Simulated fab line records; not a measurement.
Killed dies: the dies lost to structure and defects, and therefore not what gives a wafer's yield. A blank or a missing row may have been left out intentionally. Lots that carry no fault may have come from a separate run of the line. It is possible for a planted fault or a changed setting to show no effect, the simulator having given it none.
The tool behind it: which one? | flow nand harc | 12 lots, 36 wafers sampled, at 5 steps of a route of 1302

WHAT THE GAUGES SHOWED, per wafer
NHARC_P_STI_CD_MEAS_16.
lot  | measured    | on        | cd nm (nm)
L849 | day 3 04:43 | cd sem-02 | 197.9 200.4 197.7
L850 | day 3 16:23 | cd sem-02 | 199.8 200.0 201.6
L851 | day 4 02:54 | cd sem-01 | 200.0 200.3 198.8
L852 | day 4 12:59 | cd sem-01 | 204.5 200.4 200.4
L854 | day 5 09:17 | cd sem-02 | 199.3 201.6 198.7
L856 | day 6 05:13 | cd sem-01 | 198.0 196.7 198.8
L857 | day 6 12:59 | cd sem-03 | 200.0 201.0 198.9
L859 | day 7 09:43 | cd sem-02 | 200.7 201.0 199.7
L860 | day 7 19:44 | cd sem-02 | 199.1 199.6 199.9
L861 | day 8 06:20 | cd sem-03 | 197.7 199.3 202.4
L864 | day 9 13:28 | cd sem-02 | 201.9 204.1 204.0
L865 | day 9 21:11 | cd sem-02 | 198.1 201.3 197.7

NHARC_END_SORT_01.
lot  | measured     | on        | killed at array | killed at other | killed at periphery | killed dies | killed open | killed short
L857 | day 29 03:49 | prober-02 | 65 55 62        | 2 0 4           | 14 13 12            | 81 68 78    | 6 2 4       | 4 3 2
L859 | day 29 07:03 | prober-01 | 63              | 0               | 2                   | 65          | 2           | 2

TOOL THAT RAN EACH LOT (tool first, then ch and the chambers of the sampled wafers, then the start)
lot  | NHARC_P_STI_ETCH_15             | NHARC_P_GATE_DEP_103            | NHARC_P_GATE_STRIP_108
L849 | rie si-04 ch 0,1,2, day 3 04:34 | pecvd-03 ch 0,2, day 5 04:21    | rie diel-06 ch 0,2,3, day 5 05:48
L850 | rie si-05 ch 1,2,3, day 3 16:14 | pecvd-03 ch 0,1,2, day 6 06:09  | rie diel-02 ch 1,3, day 6 07:41
L851 | rie si-05 ch 0,2,3, day 4 02:44 | pecvd-03 ch 0,2, day 6 05:32    | rie diel-02 ch 0,1,2, day 6 06:59
L852 | rie si-04 ch 0,3, day 4 12:49   | pecvd-03 ch 0,1, day 6 19:16    | rie diel-05 ch 0,1, day 6 20:49
L854 | rie si-03 ch 0,3, day 5 09:08   | pecvd-03 ch 0,1,2, day 7 09:35  | rie diel-02 ch 1,2,3, day 7 11:05
L856 | rie si-03 ch 1,2,3, day 6 05:05 | pecvd-04 ch 0,1,2, day 8 03:50  | rie diel-05 ch 0,2, day 8 05:18
L857 | rie si-03 ch 0,2,3, day 6 12:51 | pecvd-04 ch 0,1,2, day 8 16:53  | rie diel-05 ch 1,3, day 8 18:22
L859 | rie si-03 ch 1,2, day 7 09:34   | pecvd-01 ch 0,1,2, day 9 12:17  | rie diel-05 ch 0,1,3, day 9 13:40
L860 | rie si-03 ch 0,2,3, day 7 19:34 | pecvd-04 ch 1,2, day 10 00:35   | rie diel-05 ch 1,2,3, day 10 02:05
L861 | rie si-04 ch 1,2,3, day 8 06:13 | pecvd-03 ch 0,1, day 10 11:07   | rie diel-02 ch 0,3, day 10 12:40
L864 | rie si-03 ch 0,2,3, day 9 13:17 | pecvd-04 ch 1,2, day 12 01:51   | rie diel-02 ch 0,1,2, day 12 03:40
L865 | rie si-03 ch 0,1,2, day 9 21:03 | pecvd-04 ch 0,1,2, day 12 04:11 | rie diel-06 ch 1,2, day 12 05:57
- NHARC_P_STI_ETCH_15: etches the open film in HBr/Cl2, target depth 300 nm, time 100.1 s.
- NHARC_P_GATE_DEP_103: deposits SiON, target thk 30 nm.
- NHARC_P_GATE_STRIP_108: strips in O2.

AS READ BY THE TOOLS THEMSELVES (means over the sampled wafers that have a number; for cases with no such wafer, the mark the record gives instead)
NHARC_P_STI_ETCH_15.
lot  | tool      | drypump motor current A (A) | oes product au (a.u.) | rf fwd power W (W) | throttle valve pct (%)
L849 | rie si-04 | 5.3                         | 1.000                 | 396.1              | 26.405
L850 | rie si-05 | 5.6                         | 1.007                 | 395.3              | 26.417
L851 | rie si-05 | 5.8                         | 1.011                 | 396.7              | 26.406
L852 | rie si-04 | 5.5                         | 1.003                 | 395.4              | 26.410
L854 | rie si-03 | 5.8                         | 1.002                 | 397.8              | 26.412
L856 | rie si-03 | 5.2                         | 1.008                 | 397.1              | 26.407
L857 | rie si-03 | 5.4                         | 1.014                 | 396.9              | 26.413
L859 | rie si-03 | 5.1                         | 0.995                 | 396.7              | 26.414
L860 | rie si-03 | 5.4                         | 1.001                 | 397.2              | 26.413
L861 | rie si-04 | 5.4                         | 1.002                 | 396.6              | 26.402
L864 | rie si-03 | 5.4                         | 1.010                 | 397.6              | 26.416
L865 | rie si-03 | 5.4                         | 0.998                 | 397.1              | 26.402

NHARC_P_GATE_DEP_103.
lot  | tool     | heater power w (W) | rf fwd power W (W) | susceptor temp C (C)
L849 | pecvd-03 | 852                | 349.8              | 399.93
L850 | pecvd-03 | 803                | 347.6              | 399.89
L851 | pecvd-03 | 949                | 348.5              | 400.05
L852 | pecvd-03 | 745                | 349.2              | 399.95
L854 | pecvd-03 | 783                | 349.7              | 399.80
L856 | pecvd-04 | 667                | 349.1              | 400.23
L857 | pecvd-04 | 666                | 348.5              | 400.08
L859 | pecvd-01 | 834                | 348.5              | 399.95
L860 | pecvd-04 | 693                | 348.2              | 399.99
L861 | pecvd-03 | 754                | 349.2              | 400.07
L864 | pecvd-04 | 716                | 347.9              | 399.88
L865 | pecvd-04 | 682                | 348.4              | 400.01

NHARC_P_GATE_STRIP_108.
lot  | tool        | drypump motor current A (A) | o2 flow sccm (sccm) | oes product au (a.u.) | rf vpp V (V) | showerhead plenum p Torr (Torr) | throttle valve pct (%)
L849 | rie diel-06 | 6.3                         | 498.9               | 0.999                 | 57.0         | 3.45                            | 17.035
L850 | rie diel-02 | 5.6                         | 500.4               | 0.996                 | 57.1         | 3.52                            | 17.039
L851 | rie diel-02 | 5.9                         | 501.1               | 1.000                 | 58.3         | 3.57                            | 17.030
L852 | rie diel-05 | 5.4                         | 499.4               | 1.006                 | 57.0         | 3.42                            | 17.033
L854 | rie diel-02 | 6.0                         | 500.4               | 1.001                 | 58.0         | 3.57                            | 17.033
L856 | rie diel-05 | 5.1                         | 500.8               | 1.011                 | 57.9         | 3.48                            | 17.040
L857 | rie diel-05 | 6.0                         | 500.0               | 1.002                 | 57.3         | 3.44                            | 17.034
L859 | rie diel-05 | 5.7                         | 500.1               | 1.003                 | 57.5         | 3.43                            | 17.030
L860 | rie diel-05 | 6.0                         | 499.8               | 1.000                 | 57.1         | 3.50                            | 17.030
L861 | rie diel-02 | 5.7                         | 501.0               | 0.999                 | 57.8         | 3.72                            | 17.025
L864 | rie diel-02 | 5.9                         | 500.6               | 0.998                 | 58.4         | 3.57                            | 17.046
L865 | rie diel-06 | 6.1                         | 498.9               | 0.999                 | 57.7         | 3.50                            | 17.027

THE ANSWER, worked out from the rows above alone
Rule: what is usual is taken from the lots themselves. Put in order of their means at a reading, lots are off if they are a third of the lots or fewer, leave a main group of 4 or more, and stand apart from it by a gap of 3 or more times the standard deviation of the main group's means; of several such gaps the widest counts. If all means in a main group match to the digits the tables above print for the reading, that group is not used. A lot without any number at a reading at which 4 lots or more have one is off too. The other lots that the step has rows for count as sound. Order of review: gauges by route order, followed by the tools' own readings, for which a lot's mean as printed above is used. At the first step where some lot is off, the reading lying furthest off is the one used; lots without a number count as furthest.
None of the lots is off at any reading shown; this tells nothing.

WHAT THE SIMULATOR HAD PUT IN
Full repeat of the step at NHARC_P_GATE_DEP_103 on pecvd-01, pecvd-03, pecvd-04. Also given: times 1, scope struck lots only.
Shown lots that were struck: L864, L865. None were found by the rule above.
